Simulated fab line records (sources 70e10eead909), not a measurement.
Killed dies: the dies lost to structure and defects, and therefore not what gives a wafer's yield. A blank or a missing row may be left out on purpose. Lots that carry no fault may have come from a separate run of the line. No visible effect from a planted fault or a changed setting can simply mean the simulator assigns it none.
fab line records ; flow nand_harc
record lots=14; wafers=42; last_day=24
route steps=1159 shown P_M0@275 P_M1@310
lots untouched by any fault: they come from a run of this same line in which no faults occurred
start_h: hours from the record's first day to the start of the lot's first wafer shown ; wait_h: how many hours have passed since the lot's step before this one ; " identical to the entry in the row above ; L1.1+2: several wafers, shown together as one row ; - no value, or no start was given ; * or withheld: withheld ; < > ~ a bound
route shown NAME@n: names a module that has steps shown in the file, with the first one's number in the route ; usual: the fault-free wafers' mean and standard deviation ; same: alike in all rows ; chamber/n: place in a boat ; sites: each site's reading ; _std_site: how widely they spread, as a standard deviation ; _edge_site: the outer-site mean with the inner-site mean subtracted ; radius_mm: for every site, how far away it sits from the centre of the wafer ; mask NAME#n: copy n ; behind: the last tool/chamber to shape the wafer ; hold: what put the lot on hold/how long, in hours/how the hold closed ; device: the n, p or np transistor that did not switch ; end of line: the tests these same wafers got at the end of their route ; a step given without rows: its recipe and nothing more ; killed: at the first sort, the dies lost to defects and structure; wafer yield is something else ; map: shows each die of a wafer: x if killed, . if not, _ if none is there
set.NAME: the setting as run; set.NAME@STEP: as run at that earlier step ; model.NAME: the simulator's own value behind a step, which no gauge read
one table for each step of the route and one row for each wafer, over a sample of lots
services: from which hour (start_h, from the record's first day; less than 0 if before it) a tool's chamber was out of use, for how many hours, and why
## steps
# step NHARC_P_M0_PVD_21
# recipe target_thk_a=300; chamber_pressure_pa=5; power_w=5000; substrate_temp_c=30; time_s=20.49; material=Cu
# usual throttle_valve_pct=30.3/0.79
lot.wafer;tool;chamber;start_h;wait_h;throttle_valve_pct
L926.2;pvd_sputter-02;-;-;-;31.2
L926.5;pvd_sputter-02;-;-;-;30.3
L926.6;pvd_sputter-02;-;-;-;30.8
L925.3;pvd_sputter-01;-;-;-;31.0
L925.1;pvd_sputter-01;-;-;-;31.1
L925.6;pvd_sputter-01;-;-;-;30.9
L924.4;pvd_sputter-02;-;-;-;30.4
L924.1;pvd_sputter-02;-;-;-;30.6
L924.3;pvd_sputter-02;-;-;-;30.2
L927.3;pvd_sputter-01;-;-;-;29.4
L927.4;pvd_sputter-01;-;-;-;31.2
L927.2;pvd_sputter-01;-;-;-;28.9
L928.3;pvd_sputter-02;-;-;-;31.1
L928.4;pvd_sputter-02;-;-;-;30.1
L928.6;pvd_sputter-02;-;-;-;31.2
L929.4;pvd_sputter-02;-;-;-;31.3
L929.3;pvd_sputter-02;-;-;-;30.1
L929.5;pvd_sputter-02;-;-;-;31.4
L930.2;pvd_sputter-01;-;-;-;29.0
L930.6;pvd_sputter-01;-;-;-;29.3
L930.5;pvd_sputter-01;-;-;-;31.3
L931.2;pvd_sputter-02;-;-;-;30.5
L931.4;pvd_sputter-02;-;-;-;30.2
L931.3;pvd_sputter-02;-;-;-;31.4
L932.1;pvd_sputter-02;-;-;-;30.5
L932.4;pvd_sputter-02;-;-;-;30.5
L932.6;pvd_sputter-02;-;-;-;30.6
L937.3;pvd_sputter-02;-;-;-;30.5
L937.1;pvd_sputter-02;-;-;-;30.4
L937.5;pvd_sputter-02;-;-;-;30.1
L935.3;pvd_sputter-01;-;-;-;30.1
L935.6;pvd_sputter-01;-;-;-;31.3
L935.5;pvd_sputter-01;-;-;-;29.9
L945.1;pvd_sputter-01;-;-;-;29.5
L945.4;pvd_sputter-01;-;-;-;30.6
L945.5;pvd_sputter-01;-;-;-;29.3
L946.2;pvd_sputter-03;-;-;-;31.6
L946.1;pvd_sputter-03;-;-;-;29.2
L946.6;pvd_sputter-03;-;-;-;29.3
L947.3;pvd_sputter-02;-;-;-;31.0
L947.2;pvd_sputter-02;-;-;-;29.8
L947.6;pvd_sputter-02;-;-;-;30.1
# step NHARC_P_M1_ANNEAL_31
# recipe temp_c=225; time_s=90
# usual anneal_temp_c=224.96/0.16; anneal_temp_c_max=226.1/0.54; wafer_temp_C_max=225.94/0.28
lot.wafer;tool;chamber;start_h;wait_h;anneal_temp_c;anneal_temp_c_max;wafer_temp_C_max
L926.2;rtp_anneal-01;0;132.36;0.3;225.04;225.8;226.15
L926.5;rtp_anneal-01;0;132.36;0.3;225.01;225.6;225.78
L926.6;rtp_anneal-01;0;132.36;0.3;225.16;225.7;226.28
L925.1;rtp_anneal-02;0;133.16;0.4;225.02;226.2;226.27
L925.3;rtp_anneal-02;0;133.16;0.4;225.01;226.7;225.69
L925.6;rtp_anneal-02;0;133.16;0.4;224.95;226.5;225.84
L924.1;rtp_anneal-02;0;133.55;0.3;225.03;226.9;225.63
L924.3;rtp_anneal-02;0;133.55;0.3;224.82;226.6;225.59
L924.4;rtp_anneal-02;0;133.55;0.3;224.96;226.6;225.70
L927.2;rtp_anneal-01;0;142.86;-;225.09;225.7;225.86
L927.3;rtp_anneal-01;0;142.86;-;225.04;226.1;225.66
L927.4;rtp_anneal-01;0;142.86;-;224.82;225.6;225.98
L928.3;rtp_anneal-02;0;143.27;-;224.80;227.0;225.62
L928.4;rtp_anneal-02;0;143.27;-;224.89;226.5;225.55
L928.6;rtp_anneal-02;0;143.27;-;224.71;226.2;225.54
L929.3;rtp_anneal-01;0;150.66;-;225.03;225.6;226.23
L929.4;rtp_anneal-01;0;150.66;-;225.09;225.7;225.82
L929.5;rtp_anneal-01;0;150.66;-;225.08;226.0;226.34
L930.2;rtp_anneal-02;0;157.52;-;225.13;226.8;225.82
L930.5;rtp_anneal-02;0;157.52;-;225.07;226.5;225.79
L930.6;rtp_anneal-02;0;157.52;-;224.87;227.0;225.81
L931.2;rtp_anneal-02;0;167.94;-;224.96;226.8;225.90
L931.3;rtp_anneal-02;0;167.94;-;225.13;227.2;225.85
L931.4;rtp_anneal-02;0;167.94;-;224.98;226.7;225.77
L932.1;rtp_anneal-01;0;178.25;0.3;224.88;225.6;226.05
L932.4;rtp_anneal-01;0;178.25;0.3;224.95;225.6;225.93
L932.6;rtp_anneal-01;0;178.25;0.3;224.62;225.4;226.01
L937.1;rtp_anneal-01;-;198.52;-;-;-;-
L937.3;rtp_anneal-01;-;198.52;-;-;-;-
L937.5;rtp_anneal-01;-;198.52;-;-;-;-
L935.3;rtp_anneal-02;-;201.33;0.3;-;-;-
L935.5;rtp_anneal-02;-;201.33;0.3;-;-;-
L935.6;rtp_anneal-02;-;201.33;0.3;-;-;-
L945.1;rtp_anneal-01;0;244.78;0.3;225.19;226.0;226.59
L945.4;rtp_anneal-01;0;244.78;0.3;224.69;225.6;226.48
L945.5;rtp_anneal-01;0;244.78;0.3;224.89;225.7;226.12
L946.1;rtp_anneal-01;0;251.43;-;224.99;225.5;225.66
L946.2;rtp_anneal-01;0;251.43;-;225.10;225.6;225.51
L946.6;rtp_anneal-01;0;251.43;-;224.85;225.5;225.75
L947.2;rtp_anneal-02;0;256.89;-;225.15;226.7;225.58
L947.3;rtp_anneal-02;0;256.89;-;224.98;227.1;225.92
L947.6;rtp_anneal-02;0;256.89;-;224.79;226.1;225.61
# step NHARC_P_M1_INSPECT_27
# usual raw_defect_count=330/120
lot.wafer;tool;chamber;start_h;wait_h;raw_defect_count
L926.2;defect_inspect-01;-;133.13;0.0;305
L926.5;defect_inspect-01;-;133.13;0.0;426
L926.6;defect_inspect-01;-;133.13;0.0;252
L925.1;defect_inspect-01;-;133.97;0.0;526
L925.3;defect_inspect-01;-;133.97;0.0;429
L925.6;defect_inspect-01;-;133.97;0.0;403
L924.1;defect_inspect-02;-;134.42;0.0;615
L924.3;defect_inspect-02;-;134.42;0.0;321
L924.4;defect_inspect-02;-;134.42;0.0;365
L927.2;defect_inspect-01;-;143.62;0.0;193
L927.3;defect_inspect-01;-;143.62;0.0;229
L927.4;defect_inspect-01;-;143.62;0.0;171
L928.3;defect_inspect-02;-;143.99;0.0;350
L928.4;defect_inspect-02;-;143.99;0.0;378
L928.6;defect_inspect-02;-;143.99;0.0;183
L929.3;defect_inspect-01;-;151.37;0.0;355
L929.4;defect_inspect-01;-;151.37;0.0;398
L929.5;defect_inspect-01;-;151.37;0.0;284
L930.2;defect_inspect-02;-;158.30;0.0;236
L930.5;defect_inspect-02;-;158.30;0.0;253
L930.6;defect_inspect-02;-;158.30;0.0;315
L931.2;defect_inspect-02;-;168.70;0.0;178
L931.3;defect_inspect-02;-;168.70;0.0;394
L931.4;defect_inspect-02;-;168.70;0.0;252
L932.1;defect_inspect-01;-;179.06;0.0;284
L932.4;defect_inspect-01;-;179.06;0.0;194
L932.6;defect_inspect-01;-;179.06;0.0;147
L937.1;defect_inspect-02;-;199.33;0.0;228
L937.3;defect_inspect-02;-;199.33;0.0;258
L937.5;defect_inspect-02;-;199.33;0.0;404
L935.3;defect_inspect-01;-;202.04;0.0;436
L935.5;defect_inspect-01;-;202.04;0.0;749
L935.6;defect_inspect-01;-;202.04;0.0;546
L945.1;defect_inspect-02;-;245.59;0.0;340
L945.4;defect_inspect-02;-;245.59;0.0;177
L945.5;defect_inspect-02;-;245.59;0.0;317
L946.1;defect_inspect-01;-;252.25;0.0;200
L946.2;defect_inspect-01;-;252.25;0.0;298
L946.6;defect_inspect-01;-;252.25;0.0;290
L947.2;defect_inspect-02;-;257.65;0.0;368
L947.3;defect_inspect-02;-;257.65;0.0;546
L947.6;defect_inspect-02;-;257.65;0.0;429
# step NHARC_P_M1_PRE_CLEAN_32
# recipe time_s=12; temp_c=370; rf_power_w=300; gas=NH3
# usual heater_power_w=634/110
lot.wafer;tool;chamber;start_h;wait_h;heater_power_w
L926.2;pecvd-01;1;133.19;0.1;541
L926.6;pecvd-01;1;133.19;0.1;547
L926.5;pecvd-01;2;133.19;0.1;428
L925.3;pecvd-01;2;134.06;0.1;483
L925.1;pecvd-01;0;134.06;0.1;763
L925.6;pecvd-01;2;134.06;0.1;477
L924.3;pecvd-04;2;134.50;0.1;673
L924.1;pecvd-04;0;134.50;0.1;713
L924.4;pecvd-04;2;134.50;0.1;668
L927.2;pecvd-04;2;143.89;0.3;611
L927.3;pecvd-04;1;143.89;0.3;870
L927.4;pecvd-04;2;143.89;0.3;630
L928.3;pecvd-01;1;144.25;0.3;515
L928.6;pecvd-01;2;144.25;0.3;497
L928.4;pecvd-01;0;144.25;0.3;730
L929.3;pecvd-01;0;151.45;0.1;764
L929.5;pecvd-01;0;151.45;0.1;745
L929.4;pecvd-01;2;151.45;0.1;477
L930.2;pecvd-04;2;158.38;0.1;643
L930.5;pecvd-04;1;158.38;0.1;774
L930.6;pecvd-04;2;158.38;0.1;644
L931.3;pecvd-01;2;168.78;0.1;453
L931.2;pecvd-01;0;168.78;0.1;667
L931.4;pecvd-01;0;168.78;0.1;685
L932.1;pecvd-04;0;179.15;0.1;695
L932.4;pecvd-04;1;179.15;0.1;816
L932.6;pecvd-04;2;179.15;0.1;652
L937.1;pecvd-03;1;199.41;0.1;594
L937.3;pecvd-03;2;199.41;0.1;658
L937.5;pecvd-03;0;199.41;0.1;697
L935.3;pecvd-01;1;202.13;0.1;528
L935.6;pecvd-01;2;202.13;0.1;501
L935.5;pecvd-01;0;202.13;0.1;742
L945.1;pecvd-03;1;245.78;0.2;595
L945.4;pecvd-03;1;245.78;0.2;575
L945.5;pecvd-03;0;245.78;0.2;668
L946.1;pecvd-04;2;252.35;0.1;593
L946.2;pecvd-04;0;252.35;0.1;759
L946.6;pecvd-04;2;252.35;0.1;573
L947.2;pecvd-04;1;257.72;0.1;720
L947.3;pecvd-04;0;257.72;0.1;737
L947.6;pecvd-04;2;257.72;0.1;618
## services
tool;chamber;start_h;hours;kind
pvd_sputter-03;-;104.63;0.5;repair
pecvd-03;-;111.00;13.0;pm
pvd_sputter-01;-;121.60;3.0;repair
pecvd-03;1;132.95;12.2;repair
pecvd-03;2;136.42;11.0;repair
pvd_sputter-01;-;149.57;1.4;repair
pvd_sputter-02;-;152.70;2.4;repair
pvd_sputter-01;-;158.00;10.0;pm
pvd_sputter-03;-;171.17;48.7;repair
pvd_sputter-01;-;173.37;2.2;repair
pecvd-04;-;196.30;13.0;pm
pecvd-04;0;196.30;13.0;vent_cycle
pecvd-04;1;196.30;13.0;vent_cycle
pecvd-04;2;196.30;13.0;vent_cycle
pecvd-04;0;209.30;-;clean
pecvd-04;1;209.30;-;clean
pecvd-04;2;209.30;-;clean
pvd_sputter-02;-;214.00;10.0;pm
pecvd-01;-;237.34;13.0;pm
pecvd-01;0;237.34;13.0;vent_cycle
pecvd-01;1;237.34;13.0;vent_cycle
pecvd-01;2;237.34;13.0;vent_cycle
pecvd-01;0;250.34;-;clean
pecvd-01;1;250.34;-;clean
## key
first_sign step=NHARC_P_M1_ANNEAL_31; reading=tool_record; direction=missing
effect none on later readings
met_at NHARC_P_M1_ANNEAL_31
struck_lots L935,L937
sort_left_out L935.3,L935.5,L935.6,L937.1,L937.3,L937.5
not_acting_at NHARC_P_M0_PVD_21,NHARC_P_M1_INSPECT_27,NHARC_P_M1_PRE_CLEAN_32
onset_between 178.25 198.52
fault kind=skipped_step_whole; tool=rtp_anneal-01,rtp_anneal-02; chamber=-; onset_h=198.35; steps=NHARC_P_M1_ANNEAL_31; scope=struck_lots_only
# sort_left_out: the simulated sort isn't trusted on such a fault, so these wafers' sort isn't shown, and their yield isn't known
